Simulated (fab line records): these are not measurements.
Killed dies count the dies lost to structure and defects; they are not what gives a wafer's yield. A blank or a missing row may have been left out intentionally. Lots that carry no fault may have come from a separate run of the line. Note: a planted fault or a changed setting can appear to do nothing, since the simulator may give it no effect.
Chamber matching -- flow n5_finfet -- rie_diel-02 running N5_BEOL_M6_STRIP_19: 4 sister chambers
The step strips in O2. 24 wafers are shown with their chamber, then 12 later ones without.

== WAFERS PAIRED WITH THEIR CHAMBERS ==
wafer,chamber,drypump_motor_current_A (A),throttle_valve_pct (%),showerhead_plenum_p_Torr (Torr)
L077.1,2,5.0,17.02,2.00
L077.2,3,4.9,16.74,2.10
L077.3,1,5.4,16.41,2.05
L077.4,0,5.6,17.04,2.09
L077.5,3,4.9,16.74,2.10
L077.6,0,5.6,17.05,2.10
L078.1,3,4.9,16.73,2.10
L078.4,1,5.4,16.41,2.05
L078.6,1,5.4,16.41,2.05
L084.1,3,4.9,16.78,2.10
L084.2,2,5.0,17.04,1.99
L084.3,0,5.6,17.05,2.09
L084.4,1,5.3,16.43,2.04
L084.5,3,4.9,16.76,2.10
L084.6,0,5.6,17.05,2.09
L089.1,0,5.6,17.08,2.09
L089.4,1,5.4,16.45,2.04
L089.6,0,5.6,17.10,2.09
L090.1,3,4.9,16.82,2.09
L090.2,1,5.3,16.47,2.04
L090.5,1,5.4,16.44,2.04
L091.3,2,5.0,17.07,1.99
L091.4,0,5.6,17.09,2.09
L091.6,3,4.9,16.80,2.09

SIGNATURES (means of the wafers above)
reading,chamber 0,chamber 1,chamber 2,chamber 3,scatter within a chamber
drypump_motor_current_A,5.600,5.371,5.000,4.900,0.0267
throttle_valve_pct,17.0657,16.4314,17.0433,16.7671,0.0273
showerhead_plenum_p_Torr,2.0914,2.0443,1.9933,2.0971,0.00483
Rule: a wafer lies at a distance from a chamber equal to the root of the sum of squares, over the readings, of (its reading less the chamber's mean, divided by the reading's scatter). The wafer belongs to the nearest chamber; if the next one is less than 2 further off, it can't be placed. The scatter: the root of (the sum of the squares of (reading less its chamber's mean) over the shown wafers, divided by (wafers less chambers)).

== WAFERS WHOSE CHAMBER IS MISSING ==
wafer,drypump_motor_current_A (A),throttle_valve_pct (%),showerhead_plenum_p_Torr (Torr)
L094.1,5.0,17.09,1.99
L094.2,5.6,17.13,2.08
L094.3,4.9,16.81,2.09
L094.4,5.3,16.46,2.03
L094.5,5.0,17.09,1.99
L094.6,5.4,16.48,2.03
L097.1,5.4,16.48,2.03
L097.2,5.0,17.09,1.98
L097.3,4.9,16.81,2.09
L097.4,5.6,17.12,2.08
L097.5,5.0,17.10,1.98
L097.6,5.4,16.48,2.03

== WHICH CHAMBER EACH ONE RAN IN ==
wafer,from the rows above,in truth
L094.1,2,2
L094.2,0,0
L094.3,3,3
L094.4,1,1
L094.5,2,2
L094.6,1,1
L097.1,1,1
L097.2,2,2
L097.3,3,3
L097.4,0,0
L097.5,2,2
L097.6,1,1
Correct placement for 12 of the 12. Left unplaced by these rows: 0. Wrongly placed: 0.
